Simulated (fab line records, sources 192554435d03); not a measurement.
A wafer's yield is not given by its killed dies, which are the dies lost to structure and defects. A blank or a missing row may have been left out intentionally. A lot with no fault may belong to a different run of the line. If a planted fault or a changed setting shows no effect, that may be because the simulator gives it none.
Matching of chambers | flow n5_finfet | rie_diel-01 running N5_FIN_SAQP_HM_OPEN_73: 4 sister chambers
The step chemistry CHF3/O2, target SiO2, stops on a-Si, target depth 12 nm, time 16.8 s. 8 wafers are shown with their chamber, then 7 later ones without.

WAFERS PAIRED WITH THEIR CHAMBERS
wafer  | chamber | showerhead_plenum_p_Torr (Torr) | drypump_motor_current_A (A)
L772.3 | 2       | 2.55                            | 5.2
L772.5 | 1       | 2.38                            | 5.7
L774.6 | 3       | 2.56                            | 6.5
L780.1 | 0       | 2.39                            | 5.6
L780.2 | 2       | 2.55                            | 5.1
L780.3 | 1       | 2.38                            | 5.7
L785.1 | 3       | 2.55                            | 6.5
L785.2 | 0       | 2.38                            | 5.6

WAFERS WHOSE CHAMBER IS MISSING
wafer  | showerhead_plenum_p_Torr (Torr) | drypump_motor_current_A (A)
L785.4 | 2.37                            | 5.7
L792.1 | 2.54                            | 6.5
L792.4 | 2.38                            | 5.6
L792.5 | 2.54                            | 5.2
L794.1 | 2.37                            | 5.7
L794.3 | 2.37                            | 5.6
L794.5 | 2.37                            | 5.6

THE CHAMBER EACH PASSED THROUGH
wafer  | from the rows above     | in truth
L785.4 | 1                       | 1
L792.1 | 3                       | 3
L792.4 | can't be placed: 0 or 1 | 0
L792.5 | 2                       | 2
L794.1 | 1                       | 1
L794.3 | can't be placed: 0 or 1 | 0
L794.5 | can't be placed: 0 or 1 | 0
Correct placement for 4 of the 7. Not placeable from these rows: 3 (in 3, the candidates include the true chamber). Placed wrongly: 0.
How it was worked out, from the rows above alone: a wafer's distance from a chamber is the root of the sum, over the readings, of the square of ((its reading less the chamber's mean) divided by the reading's scatter). If the next closest chamber is less than 2 further off than the closest, the wafer can't be placed; otherwise it belongs to the closest. For every chamber, the mean is computed from those of its wafers that are shown. The scatter is the square root of a quotient: the sum, over the shown wafers, of each reading's squared deviation from its chamber's mean, divided by wafers minus chambers.
